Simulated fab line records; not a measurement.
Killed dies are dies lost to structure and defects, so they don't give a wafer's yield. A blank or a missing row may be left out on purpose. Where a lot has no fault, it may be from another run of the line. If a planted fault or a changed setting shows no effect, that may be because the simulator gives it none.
fab line records ; flow n5_finfet
record: lots: 4; wafers: 12; last_day: 17
route steps=1938 shown GATE_CUT@498 MOL_CONTACT_COAG@517 BEOL_M4@1111 PASSIVATION@1936
lots with no fault: from the same line, run without faults
start_h: start of the lot's first displayed wafer, in hours after the record's first day ; wait_h: time in hours since the lot's previous step ; " the same as in the row above ; L1.1+2: one row covering several wafers at once ; - no value present, or no start provided ; * or withheld: withheld ; < > ~ a bound
route shown NAME@n: names a module that has steps shown in the file, with the first one's number in the route ; usual: mean/standard deviation taken from wafers without a fault ; same: alike in all rows ; chamber/n: place in a boat ; sites: per-site readings ; _std_site: how widely they spread, as a standard deviation ; _edge_site: mean of outer sites minus mean of inner sites ; radius_mm: how far each site lies from the wafer's centre ; mask NAME#n: copy n ; behind: the tool/chamber that last shaped the wafer ; hold: cause of the lot's hold/its duration in hours/its outcome ; device: transistor that didn't switch, given as n, p or np ; end of line: the tests these same wafers got at the end of their route ; a step given without rows: its recipe and nothing more ; killed: dies lost to structure and defects at the first sort, not the wafer's yield ; map: shows each die of a wafer: x if killed, . if not, _ if none is there
set.NAME: the setting the step ran with; set.NAME@STEP: the setting that earlier step ran with ; model.NAME: the simulator's own value behind a step, which no gauge read
lots seen at some steps along the route; tables by step, rows by wafer
services: when a tool's chamber went out of use (start_h, in hours from the record's first day, below 0 if earlier), for how many hours, and the reason
== steps ==
step: N5_GATE_CUT_STRIP_42
recipe: chemistry: O2; power_w: 400; temp_c: 40; pressure_mtorr: 30; rf_frequency_hz: 6e+07; bias_power_w: 0; overash_fraction: 0.3; o2_flow_sccm: 225
step: N5_GATE_CUT_ETCH_19
recipe: chemistry: CH3F/O2; target: SiNx; mask_material: SiO2; target_depth_a: 537; time_s: 76.7; pressure_mtorr: 30; source_w: 395; bias_w: 73; Ar_flow_sccm: 150; CH3F_flow_sccm: 30; O2_flow_sccm: 20; ion_energy_ev: 120; ends: cleared
step: N5_GATE_CUT_CUT_ETCH_53
recipe: chemistry: SF6/Cl2; target: W; mask_material: SiO2; target_depth_a: 792; pressure_mtorr: 8; icp_w: 900; bias_w: 80; SF6_flow_sccm: 40; Cl2_flow_sccm: 60; ends: cleared
step: N5_GATE_CUT_CUT_ETCH_54
recipe: chemistry: Cl2/BCl3; target: TiN; mask_material: SiO2; target_depth_a: 967; pressure_mtorr: 10; icp_w: 1000; bias_w: 126; Cl2_flow_sccm: 53.25; bcl3_flow_sccm: 21.75; Ar_flow_sccm: 25; ends: cleared
step: N5_GATE_CUT_CUT_ETCH_55
recipe: chemistry: BCl3; target: HfO2; mask_material: SiO2; target_depth_a: 32; ion_energy_ev: 30; pressure_mtorr: 5; icp_w: 450; bias_w: 18; bcl3_flow_sccm: 80
step: N5_GATE_CUT_ETCH_47
recipe: chemistry: Cl2/BCl3; target: SiO2; target_depth_a: 100; pressure_mtorr: 10; icp_w: 1000; bias_w: 126; Cl2_flow_sccm: 53.25; bcl3_flow_sccm: 21.75; Ar_flow_sccm: 25
step: N5_GATE_CUT_VAPOR_ETCH_48
recipe: chemistry: BCl3/Cl2; target: TiN; mode: isotropic
step: N5_GATE_CUT_VAPOR_ETCH_49
recipe: chemistry: BCl3/Cl2; target: TiAlC; mode: isotropic
step: N5_GATE_CUT_VAPOR_ETCH_51
recipe: chemistry: BCl3/Cl2; target: HfO2; mode: isotropic
step: N5_GATE_CUT_STRIP_21
recipe: chemistry: N2/H2; time_s: 30; power_w: 1000; temp_c: 250; pressure_mtorr: withheld; n2_flow_sccm: 1750; h2_flow_sccm: 3250
step: N5_GATE_CUT_STRIP_29
recipe: chemistry: post_etch_residue_remover; time_s: 60; temp_c: 25; remover_ph: withheld; remover_water_wt_pct: withheld; remover_fluoride_wt_pct: withheld
step: N5_GATE_CUT_SRD_52
recipe: dry: ipa_marangoni; time_s: 30; temp_c: 23; rinse_liquid: diw
step: N5_GATE_CUT_ALD_22
recipe: material: SiNx; target_thk_a: 160; temp_c: 400; ald_precursor_family: SiH2I2; ald_co_reactant: N2/H2-plasma; pulse_time_s: 1; ald_cycles: 320; purge_time_s: 2; co_reactant_purge_time_s: 2; pressure_torr: 2
usual: heater_power_w: 836/48; precursor_pulse_height_rel: 1.000/0.02; susceptor_temp_C: 400.04/0.22
same: ald_cycles: 320; purge_time_s: 2
lot.wafer;tool;chamber;start_h;wait_h;heater_power_w;precursor_pulse_height_rel;susceptor_temp_C
L308.1;ald_sin-01;2;102.62;0.0;922;0.986;400.11
L308.3;ald_sin-01;0;102.62;0.0;856;1.031;399.93
L308.4;ald_sin-01;3;102.62;0.0;779;0.965;400.18
L309.1;ald_sin-01;0;113.21;1.5;874;0.982;400.03
L309.2;ald_sin-01;3;113.21;1.5;764;1.003;399.83
L309.4;ald_sin-01;1;113.21;1.5;741;0.982;399.91
L316.1;ald_sin-01;0;152.37;0.0;838;0.966;399.76
L316.4;ald_sin-01;1;152.37;0.0;755;1.010;400.28
L316.6;ald_sin-01;2;152.37;0.0;921;0.987;400.25
L326.1;ald_sin-02;0;214.57;0.0;938;1.000;400.20
L326.5;ald_sin-02;1;214.57;0.0;842;1.010;399.72
L326.6;ald_sin-02;0;214.57;0.0;935;1.011;400.40
step: N5_GATE_CUT_CMP_23
recipe: stop_on: SiO2; t_overpolish_s: 23.4; post_cmp_clean: alkaline_brush; down_force_psi: 2.5; platen_rpm: 51.8; pad_velocity_m_s: 1.0307; target_thk_nm: 16
step: N5_GATE_CUT_CMP_43
recipe: material: SiO2; post_cmp_clean: rinse_only
step: N5_GATE_CUT_CMP_61
recipe: stop_on: SiNx; t_overpolish_s: 3; post_cmp_clean: alkaline_brush; down_force_psi: 4; platen_rpm: 27.09; pad_velocity_m_s: 0.539
step: N5_MOL_CONTACT_COAG_COAT_103
recipe: resist: SOC; temp_c: 250; time_s: 60; spin_rpm: 1500; resist_thk_nm: 80
step: N5_MOL_CONTACT_COAG_COAT_104
recipe: resist: SiARC; temp_c: 220; time_s: 60; spin_rpm: 1500; resist_thk_nm: 12
step: N5_MOL_CONTACT_COAG_COAT_58
recipe: resist: underlayer; temp_c: 205; time_s: 60; spin_rpm: 1500; resist_thk_nm: 10
step: N5_MOL_CONTACT_COAG_COAT_02
recipe: resist: CAR-EUV; spin_rpm: 1500; resist_thk_nm: 30
step: N5_MOL_CONTACT_COAG_EBR_04
recipe: solvent: PGMEA; ebr_width_mm: 1.5
step: N5_MOL_CONTACT_COAG_SOFTBAKE_03
recipe: temp_c: 110; time_s: 60; resist: CAR-EUV
step: N5_MOL_CONTACT_COAG_EXPOSE_05
recipe: mask_id: CA; na: 0.33; source_shape: annular; sigma_inner: 0.4; sigma_outer: 0.8; polarization: unpolarized; defocus_nm: 0; dose_mj: 38.25
step: N5_MOL_CONTACT_COAG_PEB_06
recipe: peb_temp_c: 100; peb_time_s: 60; resist: CAR-EUV
step: N5_MOL_CONTACT_COAG_DEVELOP_07
recipe: develop_time_s: 30; developer: TMAH; resist: CAR-EUV; rinse_liquid: surfactant_rinse; dry: air_spin; dev_temp_c: 23
step: N5_MOL_CONTACT_COAG_DESCUM_13
recipe: chemistry: O2; time_s: 7; source_power_w: 50; bias_power_w: 20; pressure_mtorr: 20; rf_frequency_hz: 2.712e+07; temp_c: 40; resist: CAR-EUV; o2_flow_sccm: 225
step: N5_MOL_CONTACT_COAG_ETCH_59
recipe: chemistry: N2/H2; target: underlayer; target_depth_a: 130; mask_material: CAR-EUV; time_s: 10.4; ion_energy_ev: 200; pressure_mtorr: 30; source_w: 840; bias_w: 150; n2_flow_sccm: 200; h2_flow_sccm: 200; ends: cleared
step: N5_MOL_CONTACT_COAG_ETCH_105
recipe: chemistry: CF4; target: SiARC; target_depth_a: 156; mask_material: CAR-EUV; time_s: 26; ion_energy_ev: 80; pressure_mtorr: 40; source_w: 545; bias_w: 36; Ar_flow_sccm: 100; cf4_flow_sccm: 100; ends: cleared
step: N5_MOL_CONTACT_COAG_ETCH_106
recipe: chemistry: N2/H2; target: SOC; target_depth_a: 800; overetch_a: 160; mask_material: SiARC; temp_c: 40; time_s: 120; ion_energy_ev: 200; pressure_mtorr: 30; source_w: 840; bias_w: 150; n2_flow_sccm: 200; h2_flow_sccm: 200
step: N5_MOL_CONTACT_COAG_STRIP_107
recipe: chemistry: N2/H2; temp_c: 40; n2_flow_sccm: 200; h2_flow_sccm: 200; rf_frequency_hz: 6e+07
step: N5_MOL_CONTACT_COAG_STRIP_108
recipe: chemistry: N2/H2; temp_c: 40; n2_flow_sccm: 200; h2_flow_sccm: 200; rf_frequency_hz: 6e+07
step: N5_MOL_CONTACT_COAG_CONTACT_ETCH_14
recipe: chemistry: C4F6/O2; target: SiO2; target_depth_a: 275; overetch_a: 85; mask_material: SOC; pressure_mtorr: 30; source_w: 370; bias_w: 185; Ar_flow_sccm: 300; C4F6_flow_sccm: 16; O2_flow_sccm: 10; time_s: 20; ion_energy_ev: 259.6
step: N5_MOL_CONTACT_COAG_STRIP_109
recipe: chemistry: C4F6/O2; resist: SiARC; rf_frequency_hz: 6e+07
step: N5_MOL_CONTACT_COAG_ETCH_15
recipe: chemistry: CH3F/O2; target: SiNx; target_depth_a: 70; mask_material: SOC; stop_on: Si:P; over_etch_frac: 0.75; ion_energy_ev: 120; pressure_mtorr: 30; source_w: 395; bias_w: 73; Ar_flow_sccm: 150; CH3F_flow_sccm: 30; O2_flow_sccm: 20
step: N5_MOL_CONTACT_COAG_ETCH_110
recipe: chemistry: CF4/O2; target: Si; target_depth_a: 25; time_s: 8; pressure_mtorr: 100; source_w: 200; bias_w: 12; ion_energy_ev: 60; Ar_flow_sccm: 100; cf4_flow_sccm: 100; O2_flow_sccm: 10
step: N5_MOL_CONTACT_COAG_STRIP_98
recipe: chemistry: N2/H2; power_w: 500; temp_c: 40; pressure_mtorr: 50; rf_frequency_hz: 6e+07; overash_fraction: 0.3; bias_power_w: 8; h2_frac: 0.5; n2_flow_sccm: 300; h2_flow_sccm: 300
step: N5_BEOL_M4_RC_MEAS_101
usual: DIBL_N: 36.2/1.6; DIBL_P: 36.1/2; IOFF_N: 0.16/0.032; IOFF_P: 0.22/0.036; ION_N: 672/11; ION_P: 463/7.5; SS_N: 71.4/0.58; SS_P: 73.2/0.67; VT_N: 250/3.3; VT_P: -250/3.3
lot.wafer;tool;chamber;start_h;wait_h;DIBL_N[mV/V];DIBL_P[mV/V];IOFF_N[nA/um];IOFF_P[nA/um];ION_N[uA/um];ION_P[uA/um];SS_N[mV/dec];SS_P[mV/dec];VT_N[mV];VT_P[mV]
L308.1;prober-02;0;181.49;0.0;36.2;35.0;0.15;0.20;673;464;71.3;73.4;252;-251
L308.3;prober-02;0;181.49;0.0;36.9;36.1;0.16;0.22;677;462;71.9;73.9;249;-247
L308.4;prober-02;0;181.49;0.0;38.1;36.8;0.17;0.24;673;457;72.3;73.9;250;-248
L309.1;prober-01;0;197.43;0.0;36.9;34.6;0.15;0.19;671;463;71.6;72.6;247;-249
L309.2;prober-01;0;197.43;0.0;37.2;33.6;0.15;0.19;659;451;71.4;72.3;248;-252
L309.4;prober-01;0;197.43;0.0;35.8;33.3;0.13;0.19;661;459;70.7;72.9;250;-249
L316.1;prober-01;0;237.90;0.0;36.6;37.0;0.17;0.26;681;470;71.9;73.4;249;-245
L316.4;prober-01;0;237.90;0.0;37.8;38.8;0.20;0.30;680;472;71.7;73.8;244;-244
L316.6;prober-01;0;237.90;0.0;37.1;37.5;0.19;0.28;683;477;72.1;72.7;246;-242
L326.1;prober-02;0;294.82;0.0;34.8;34.8;0.14;0.20;667;461;70.8;72.5;252;-248
L326.5;prober-02;0;294.82;0.0;36.3;34.7;0.16;0.19;667;459;72.1;73.4;253;-250
L326.6;prober-02;0;294.82;0.0;35.2;34.6;0.13;0.19;668;463;71.0;73.1;254;-248
step: N5_PASSIVATION_PROBE_49
usual: defect_limited_yield: 91.4/1.3; killed_at_M0_to_M3: 34/10; killed_at_M4_up: 14/5.6; killed_at_contacts: 13/5.9; killed_at_front_end: 37/9.9; killed_at_other: 3.5/2.8; killed_dies: 101/15; killed_on_rim: 13/3.9; killed_open: 67/12; killed_short: 32/6.6; sort_bin_5_function: 5.0/0.81; sort_bin_6_memory: 3.2/0.66; sort_n_pass: 1079/15; sort_yield_pct: 91.4/1.3
same: gross_dies: 1180; killed_at_back_side: 0; sort_bin_4_leakage[%]: 0; sort_bin_8_speed[%]: 0
lot.wafer;tool;chamber;start_h;wait_h;defect_limited_yield[%];killed_at_M0_to_M3;killed_at_M4_up;killed_at_contacts;killed_at_front_end;killed_at_other;killed_dies;killed_on_rim;killed_open;killed_short;sort_bin_5_function[%];sort_bin_6_memory[%];sort_n_pass;sort_yield_pct[%]
L309.1;prober-02;-;308.64;0.0;64.6;51;19;9;337;2;418;152;85;28;5.7;3.7;762;64.6
L309.2;prober-02;-;308.69;0.1;61.8;60;10;8;368;5;451;152;90;47;6.7;4.8;729;61.8
L309.4;prober-02;-;308.79;0.2;64.4;36;8;12;360;4;420;152;73;40;5.3;4.0;760;64.4
L316.1;prober-01;-;342.28;0.0;64.2;33;12;18;358;2;423;152;62;37;5.6;2.5;757;64.2
L316.4;prober-01;-;342.43;0.2;63.7;22;17;25;363;1;428;152;75;35;5.4;3.6;752;63.7
L316.6;prober-01;-;342.53;0.3;65.3;34;8;19;348;1;410;151;68;30;4.5;3.3;770;65.3
killed by level:class
L309.1 GATE_CUT:area_ald=304 BEOL_M0_SAQP:geometric_particle:open=13 BEOL_M2:geometric_particle:open=10 FIN_SAQP:geometric_particle:open=9 STI_FIN_REVEAL:geometric_particle:open=8 MOL_CONTACT_COAG:geometric_particle:open=8 BEOL_M3:geometric_particle:open=8 BEOL_M4:geometric_particle:open=8
L309.2 GATE_CUT:area_ald=314 BEOL_M3:geometric_particle:open=27 FIN_SAQP:geometric_particle:short=14 STI_FIN_REVEAL:geometric_particle:open=13 FIN_SAQP:geometric_particle:open=8 BEOL_M0_SAQP:geometric_particle:open=8 BEOL_M2:geometric_particle:open=7 GATE_CUT:geometric_particle:short=6
L309.4 GATE_CUT:area_ald=307 STI_FIN_REVEAL:geometric_particle:open=20 BEOL_M0_SAQP:geometric_particle:short=10 MOL_CONTACT_COAG:geometric_particle:open=9 STI_FIN_REVEAL:geometric_particle:short=8 BEOL_M2:geometric_particle:open=8 FIN_SAQP:geometric_particle:open=6 BEOL_M0_SAQP:geometric_particle:open=6
L316.1 GATE_CUT:area_ald=323 MOL_CONTACT_COAG:geometric_particle:open=15 FIN_SAQP:geometric_particle:short=10 BEOL_M1:geometric_particle:open=10 FIN_SAQP:geometric_particle:open=9 BEOL_M3:geometric_particle:open=7 BEOL_M0_SAQP:geometric_particle:short=4 BEOL_M4:geometric_particle:open=4
L316.4 GATE_CUT:area_ald=318 MOL_CONTACT_COAG:geometric_particle:open=21 FIN_SAQP:geometric_particle:short=19 FIN_SAQP:geometric_particle:open=9 BEOL_M0_SAQP:geometric_particle:open=6 BEOL_M4:geometric_particle:open=5 STI_FIN_REVEAL:geometric_particle:open=4 DUMMY_GATE:geometric_particle:open=4
L316.6 GATE_CUT:area_ald=312 MOL_CONTACT_COAG:geometric_particle:open=12 BEOL_M3:geometric_particle:open=10 STI_FIN_REVEAL:geometric_particle:open=8 BEOL_M0_SAQP:geometric_particle:open=8 FIN_SAQP:geometric_particle:short=7 MOL_CONTACT_COAG:geometric_particle:short=7 BEOL_M0_SAQP:geometric_particle:short=5
map L309.2 (x killed, . not)
_________________xxxxxxxxxxxx________________
______________xxxxxxxxxx.xxxxxxx_____________
___________xxxxxxxx..xx.xxxxxxxxxxx__________
__________xxx.xx.x.x....x...x.xxxxxx_________
________xxxxxxx.......x........xxxxxxx_______
_______xxxxxx.....x....x....xx.x.x.xxxx______
______xxxxx.................x...x..xx.xx_____
_____xxxx.........x.......x.........xxxxx____
____xxxxx...............x.x.......x..x.xxx___
___xxxxx......x.......x.........x.x.x..xxxx__
___xxx.x..................x......x.....xxxx__
__xxxx.......x...xx.....x.....x.x.......xxxx_
__xxxx.......xx....x.x.x...x........xxx.xxxx_
_xxxx................................x...xxxx
_xxxx.........x.x..............x........x.xxx
_xxxxxx......x........x.x..x..x..........xxxx
_xxx..x.xx................x.....x.......x.xxx
_xxxx......x..........x....x..........x..xxxx
_xxxx..................x......x..........xxxx
_xxx..x........xx..............x.........xxxx
_xxxxx................x..xxx...x........xxxxx
__xxxxx.............x..............x.....xxx_
__xxxxx..............x..x..x...........x.xxx_
___xxx....................xx..........xxxxx__
___xxxx.x...x.....xx....x.............x.xxx__
____xxxx.....x..........x......x...x..xxxx___
_____xxx........................xx...xxxx____
______xxxxxx....x..x................xxxx_____
_______xxx.x..x.x..x.x...x..x......xxxx______
________xxxxxx..x........x.....xxxxxxx_______
__________xxxxxxxx.....xx....xxxxxxx_________
___________xxxxxxxxx...xx..xxxxxxxx__________
______________xxxxxxx.xxx.xxxxxx_____________
_________________xxxxxxxxxxxx________________
map L316.4 (x killed, . not)
_________________xxxxxxxxxxxx________________
______________xxxxxxxxxxxxxxxxxx_____________
___________xxxxx..xxx.....x.xxxxxxx__________
__________xxxxxxxxx.x..x.....xxxxxxx_________
________xxxxxx.xx.....x.........xxxxxx_______
_______xxxxxx.x..x.......x.......xxxxxx______
______xxxx..................x...x...x.xx_____
_____xxxx.......x..............x.....xxxx____
____xxx.x............x......x.......x.xxxx___
___xxxx.....x..x...........x.....x..x.xxxxx__
___xxxxx.xx.x.......x.........x.......x.xxx__
__xxx...x.......x..........x....x....x.xxxxx_
__xxxx.x........................x........xxx_
_xxxx.x................x..x............xxxxxx
_xxxxx..x....x.x..x......................xxxx
_xxxx..........................x..x......xxxx
_xxxx....................x......x.........xxx
_xxx.x......................x.......x.....xxx
_xxx.........xx....x....x.......x......x..xxx
_xxxx..x.xx.................x............xxxx
_xxx..........................x.......x.x.xxx
__xx....................................xxxx_
__xxxx...x....x........................xxxxx_
___xxx..........x..................x.x..xxx__
___xxx..............x...........x..x..xxxxx__
____xxx.x..x..................x.....xxxxxx___
_____xxxxx..x..x...................x.xxxx____
______xxxxx...........x............xxxxx_____
_______xxxxxx...x.....x...x.....xx.xxxx______
________xxxxxxx..............x.xxxxxxx_______
__________xxxx.xx.........xxx.xxxxxx_________
___________xxxxx.xxxx..xxx.xxxxxxxx__________
______________xxxxxxxxxxxxxxxxxx_____________
_________________xxxxxxxxxxxx________________
== services ==
tool;chamber;start_h;hours;kind
ald_sin-01;-;114.67;2.8;pm
ald_sin-01;-;157.02;14.6;pm
ald_sin-01;-;176.75;14.0;pm
ald_sin-01;0;176.75;14.0;vent_cycle
ald_sin-01;1;176.75;14.0;vent_cycle
ald_sin-01;2;176.75;14.0;vent_cycle
ald_sin-01;3;176.75;14.0;vent_cycle
ald_sin-01;0;190.75;-;clean
ald_sin-01;1;190.75;-;clean
ald_sin-01;2;190.75;-;clean
ald_sin-01;3;190.75;-;clean
ald_sin-01;2;197.06;3.2;repair
== key ==
first_sign: step: N5_PASSIVATION_PROBE_49; reading: killed_at_front_end; direction: up; sigmas: 32; usual: 37; struck: 356
effect: step: N5_PASSIVATION_PROBE_49; reading: defect_limited_yield; direction: down; sigmas: 21; usual: 91.4; struck: 64.0
more_kills_born_at: N5_GATE_CUT_ALD_22@ald_sin-01: 1878
met_at N5_GATE_CUT_ALD_22
struck_wafers L309.1,L309.2,L309.4,L316.1,L316.4,L316.6
onset_between 102.62 113.21
fault: kind: site_profile_drift; tool: ald_sin-01; chamber: -; onset_h: 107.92; steps: N5_GATE_CUT_ALD_22; basis: fraction; max_abs_drift: 0.38992; slope_share_per_hr: 86.648; site_pattern: 0,0,0,0,0,-1,-1,-1,-1
